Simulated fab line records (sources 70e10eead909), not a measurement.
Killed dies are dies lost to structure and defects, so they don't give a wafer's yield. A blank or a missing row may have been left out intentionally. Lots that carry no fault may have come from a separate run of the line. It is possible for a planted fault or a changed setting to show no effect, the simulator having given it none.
A struck lot beside a sound one ; flow nand-harc ; 16 out of 1159 route steps
Sound: the wafers L122.1, L122.4, L122.5. Wafers struck: L116.1, L116.4, L116.6. The cause is named last.
At each step with rows: each side's tool, then ch and its chambers, then its first start. Under that, the readings that differ: sound wafers ; struck wafers ; difference of the means ; sigmas: that difference in standard deviations of wafers without a fault.
alike: readings whose means differ by less than 2 such deviations, and words and numbers that are the same on both sides. not compared: withheld readings, readings that some wafer has no value for, bounds like >300 that may hide the same value, and numbers for which the record gives no deviation and whose values overlap.
Wherever a step has rows on one side only, a row that says differs or no value, or a row with sigmas, the two part there. Non-overlapping numbers with no deviation appear without sigmas and do not part them. A reading missing from all wafers of one side parts the sides only when that side holds two or more wafers.

NHARC_P_M1_ETCH_35: etches the open film in N2/H2, target depth 40 nm, overetch 12 nm, time 43.94 s.
  sound on rie-diel-03 ch 2,3, day 10 14:16; struck on rie-diel-07 ch 1,2,3, day 9 13:09
  alike: drypump-motor-current-A, h2-flow-sccm, mfc-ar-sccm, oes-product-au, rf-vpp-V, showerhead-plenum-p-Torr, throttle-valve-pct
  not compared: rf-hours-counter-h
then, 1 step without rows for these wafers: NHARC_P_M1_ETCH_15 (etches the open film in C4F8/Ar, target depth 182.5 nm, time 91.2 s).
NHARC_P_M1_CD_MEAS_16:
  sound: cd-sem-01 at day 10 14:29; struck: cd-sem-03 at day 9 13:22
  alike: cd-nm
NHARC_P_M1_STRIP_18: strips in N2/H2.
  sound on rie-diel-01 ch 2,3, day 10 14:36; struck on rie-diel-07 ch 0,2, day 9 13:28
  alike: drypump-motor-current-A, h2-flow-sccm, mfc-ar-sccm, oes-product-au, rf-vpp-V, showerhead-plenum-p-Torr, throttle-valve-pct
  not compared: rf-hours-counter-h
NHARC_P_M1_ETCH_28: etches the open film in CF4/N2, target depth 30 nm, time 72.99 s.
  sound: rie-diel-01 ch 0,2; struck: rie-diel-07 ch 0,1
  alike: drypump-motor-current-A, mfc-ar-sccm, oes-product-au, rf-vpp-V, showerhead-plenum-p-Torr, throttle-valve-pct
  not compared: rf-hours-counter-h
then, 1 step without rows for these wafers: NHARC_P_M1_STRIP_19 (strips in post etch residue remover, time 600 s).
NHARC_P_M1_DEGAS_29: time 60 s.
  sound: pvd-sputter-02 at day 10 15:17; struck: pvd-sputter-01 at day 9 14:05
  alike: heater-power-w
NHARC_P_M1_PRE_CLEAN_30: time 30 s.
  sound on pvd-sputter-02; struck on pvd-sputter-01
  alike: heater-power-w
then, 4 steps without rows for these wafers: NHARC_P_M1_PVD_20 (deposits TaN, target thk 5 nm, time 8.06 s); NHARC_P_M1_PVD_21 (deposits Cu, target thk 30 nm, time 20.49 s); NHARC_P_M1_ECD_22 (material Cu, target thk 400 nm); NHARC_P_M1_ANNEAL_31 (time 90 s).
NHARC_P_M1_CMP_23: polishes, t overpolish 20 s, target thk 157.82 nm.
  sound on cmp-04 ch 0,2,3, day 10 16:32; struck on cmp-01 ch 2,3, day 9 15:28
  no value came back on the struck wafers for edge-zone-pressure-frac, motor-current-A (A), time-to-endpoint-s (s); on the sound wafers edge-zone-pressure-frac reads 0.993 1.008 1.006
NHARC_P_M1_THK_MEAS_24: measures by xrf.
  sound: film-metro-01 at day 10 16:48; struck: film-metro-01 at day 9 15:47
reading;sound;struck;difference;sigmas
thk-nm (nm);160.7 158.1 159.5;407.1 402.3 399.5;+243.5;+99 or more
then, 1 step without rows for these wafers: NHARC_P_M1_SRD_25.
-- jump in the record: it breaks off in module P_M1 and resumes in module END (first step shown: number 1159 of the route), and 13 days separate the struck wafers' starts before and after --
NHARC_END_SORT_01:
  here the record holds rows for the struck wafers (prober-01 ch 0, day 22 06:50) but none for the sound ones

WHERE THEY PART
First at NHARC_P_M1_CMP_23; last, within this record, at NHARC_END_SORT_01.

WHY: the cause the simulator had injected
Step skipped in full: cmp-01, at NHARC_P_M1_CMP_23, from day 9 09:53 onward. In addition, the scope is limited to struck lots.
